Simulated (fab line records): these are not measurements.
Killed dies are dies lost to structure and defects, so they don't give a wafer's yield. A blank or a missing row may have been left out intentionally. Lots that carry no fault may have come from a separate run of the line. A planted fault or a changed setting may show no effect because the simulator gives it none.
Chamber matching / flow nand harc / 4 sister chambers for NHARC_P_ZERO_WELL_DESCUM_13 on rie diel-01
The step chemistry O2, time 3 s. 22 wafers are shown with their chamber, then 11 later ones without.

WAFERS, EACH WITH ITS CHAMBER
wafer=L074.1; chamber=0; showerhead plenum p Torr (Torr)=1.97; oes product au (a.u.)=0.991; throttle valve pct (%)=11.309
wafer=L074.2; chamber=1; showerhead plenum p Torr (Torr)=1.84; oes product au (a.u.)=1.000; throttle valve pct (%)=11.295
wafer=L074.4; chamber=2; showerhead plenum p Torr (Torr)=1.80; oes product au (a.u.)=0.995; throttle valve pct (%)=11.324
wafer=L076.1; chamber=1; showerhead plenum p Torr (Torr)=1.84; oes product au (a.u.)=1.005; throttle valve pct (%)=11.315
wafer=L076.2; chamber=0; showerhead plenum p Torr (Torr)=1.96; oes product au (a.u.)=0.998; throttle valve pct (%)=11.302
wafer=L076.5; chamber=2; showerhead plenum p Torr (Torr)=1.80; oes product au (a.u.)=1.007; throttle valve pct (%)=11.311
wafer=L079.2; chamber=0; showerhead plenum p Torr (Torr)=1.96; oes product au (a.u.)=0.989; throttle valve pct (%)=11.319
wafer=L079.5; chamber=2; showerhead plenum p Torr (Torr)=1.80; oes product au (a.u.)=1.000; throttle valve pct (%)=11.306
wafer=L079.6; chamber=3; showerhead plenum p Torr (Torr)=1.78; oes product au (a.u.)=0.999; throttle valve pct (%)=11.315
wafer=L081.3; chamber=2; showerhead plenum p Torr (Torr)=1.80; oes product au (a.u.)=1.004; throttle valve pct (%)=11.315
wafer=L081.4; chamber=0; showerhead plenum p Torr (Torr)=1.96; oes product au (a.u.)=0.998; throttle valve pct (%)=11.302
wafer=L081.6; chamber=2; showerhead plenum p Torr (Torr)=1.80; oes product au (a.u.)=0.999; throttle valve pct (%)=11.327
wafer=L082.1; chamber=0; showerhead plenum p Torr (Torr)=1.96; oes product au (a.u.)=0.999; throttle valve pct (%)=11.309
wafer=L082.4; chamber=2; showerhead plenum p Torr (Torr)=1.80; oes product au (a.u.)=1.004; throttle valve pct (%)=11.305
wafer=L082.6; chamber=1; showerhead plenum p Torr (Torr)=1.83; oes product au (a.u.)=0.991; throttle valve pct (%)=11.321
wafer=L087.1; chamber=3; showerhead plenum p Torr (Torr)=1.78; oes product au (a.u.)=1.001; throttle valve pct (%)=11.296
wafer=L087.2; chamber=1; showerhead plenum p Torr (Torr)=1.83; oes product au (a.u.)=0.992; throttle valve pct (%)=11.315
wafer=L087.6; chamber=1; showerhead plenum p Torr (Torr)=1.83; oes product au (a.u.)=0.999; throttle valve pct (%)=11.308
wafer=L088.4; chamber=2; showerhead plenum p Torr (Torr)=1.79; oes product au (a.u.)=1.001; throttle valve pct (%)=11.307
wafer=L088.5; chamber=0; showerhead plenum p Torr (Torr)=1.95; oes product au (a.u.)=1.006; throttle valve pct (%)=11.308
wafer=L088.6; chamber=3; showerhead plenum p Torr (Torr)=1.77; oes product au (a.u.)=1.024; throttle valve pct (%)=11.298
wafer=L089.1; chamber=3; showerhead plenum p Torr (Torr)=1.77; oes product au (a.u.)=1.008; throttle valve pct (%)=11.316

SIGNATURES (averages over the wafers above)
reading=showerhead plenum p Torr; chamber 0=1.9600; chamber 1=1.8340; chamber 2=1.7986; chamber 3=1.7750; scatter within a chamber=0.0053
reading=oes product au; chamber 0=0.99683; chamber 1=0.99740; chamber 2=1.00143; chamber 3=1.00800; scatter within a chamber=0.00668
reading=throttle valve pct; chamber 0=11.30817; chamber 1=11.31080; chamber 2=11.31357; chamber 3=11.30625; scatter within a chamber=0.00884
Rule: a wafer lies at a distance from a chamber equal to the root of the sum of squares, over the readings, of (its reading less the chamber's mean, divided by the reading's scatter). The wafer belongs to the nearest chamber; if the next one is less than 2 further off, it can't be placed. The scatter: take each reading less its chamber's mean, square it, sum over the shown wafers, divide by the number of wafers less the number of chambers, and take the root.

WAFERS WITH NO CHAMBER GIVEN
wafer=L089.3; showerhead plenum p Torr (Torr)=1.95; oes product au (a.u.)=0.991; throttle valve pct (%)=11.305
wafer=L089.6; showerhead plenum p Torr (Torr)=1.79; oes product au (a.u.)=0.998; throttle valve pct (%)=11.297
wafer=L091.3; showerhead plenum p Torr (Torr)=1.79; oes product au (a.u.)=1.000; throttle valve pct (%)=11.315
wafer=L091.4; showerhead plenum p Torr (Torr)=1.77; oes product au (a.u.)=1.013; throttle valve pct (%)=11.308
wafer=L091.6; showerhead plenum p Torr (Torr)=1.79; oes product au (a.u.)=1.006; throttle valve pct (%)=11.320
wafer=L094.1; showerhead plenum p Torr (Torr)=2.08; oes product au (a.u.)=1.006; throttle valve pct (%)=11.317
wafer=L094.2; showerhead plenum p Torr (Torr)=1.82; oes product au (a.u.)=1.011; throttle valve pct (%)=11.308
wafer=L094.4; showerhead plenum p Torr (Torr)=1.95; oes product au (a.u.)=0.990; throttle valve pct (%)=11.304
wafer=L095.2; showerhead plenum p Torr (Torr)=1.82; oes product au (a.u.)=0.997; throttle valve pct (%)=11.313
wafer=L095.3; showerhead plenum p Torr (Torr)=2.08; oes product au (a.u.)=0.990; throttle valve pct (%)=11.308
wafer=L095.6; showerhead plenum p Torr (Torr)=1.95; oes product au (a.u.)=0.990; throttle valve pct (%)=11.311

CHAMBER TAKEN BY EACH
wafer=L089.3; from the rows above=0; in truth=0
wafer=L089.6; from the rows above=can't be placed: 2 or 3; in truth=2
wafer=L091.3; from the rows above=can't be placed: 2 or 3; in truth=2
wafer=L091.4; from the rows above=3; in truth=3
wafer=L091.6; from the rows above=can't be placed: 2 or 3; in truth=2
wafer=L094.1; from the rows above=0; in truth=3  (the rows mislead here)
wafer=L094.2; from the rows above=can't be placed: 1 or 2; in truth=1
wafer=L094.4; from the rows above=0; in truth=0
wafer=L095.2; from the rows above=can't be placed: 1 or 2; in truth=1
wafer=L095.3; from the rows above=0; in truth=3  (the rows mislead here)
wafer=L095.6; from the rows above=0; in truth=0
4 of 11 placed correctly. From these rows, 5 cannot be placed; in 5 the true chamber is one of the candidates. 2 placed wrongly.
